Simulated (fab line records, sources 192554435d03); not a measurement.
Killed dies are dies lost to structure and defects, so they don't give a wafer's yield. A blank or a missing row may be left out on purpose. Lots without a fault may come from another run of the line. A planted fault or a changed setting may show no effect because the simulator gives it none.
Chamber matching | flow n5_finfet | N5_BEOL_M4_CO_CAP_55 on cvd_co-02: 3 sister chambers
The step material Co, precursor CCTBA/H2, target thk 2 nm, time 102.1 s. 3 wafers are shown with their chamber, then 6 later ones without.

WAFERS WITH THEIR CHAMBER
wafer  | chamber | heater_power_w (W)
L411.1 | 2       | 249
L411.2 | 0       | 224
L411.6 | 1       | 260

WAFERS WITHOUT THEIR CHAMBER
wafer  | heater_power_w (W)
L416.2 | 216
L416.3 | 252
L416.6 | 244
L417.1 | 259
L417.3 | 227
L417.6 | 254

WHICH CHAMBER EACH WENT THROUGH
wafer  | from the rows above     | in truth
L416.2 | 0                       | 0
L416.3 | can't be placed: 2 or 1 | 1
L416.6 | 2                       | 2
L417.1 | can't be placed: 1 or 2 | 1
L417.3 | 0                       | 0
L417.6 | can't be placed: 2 or 1 | 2
Placed correctly: 3 of 6. Can't be placed from these rows: 3 (the true chamber is among the candidates in 3). Placed wrongly: 0.
How it was worked out, from the rows above alone: a wafer's distance from a chamber is the root of the sum, over the readings, of the square of ((its reading less the chamber's mean) divided by the reading's scatter). The wafer belongs to the nearest chamber; if the next one is less than 2 further off, it can't be placed. A chamber's mean is the mean of its shown wafers. The scatter: with one shown wafer a chamber, the root of the mean of the squares of how far each hidden wafer lies from its nearest shown one.
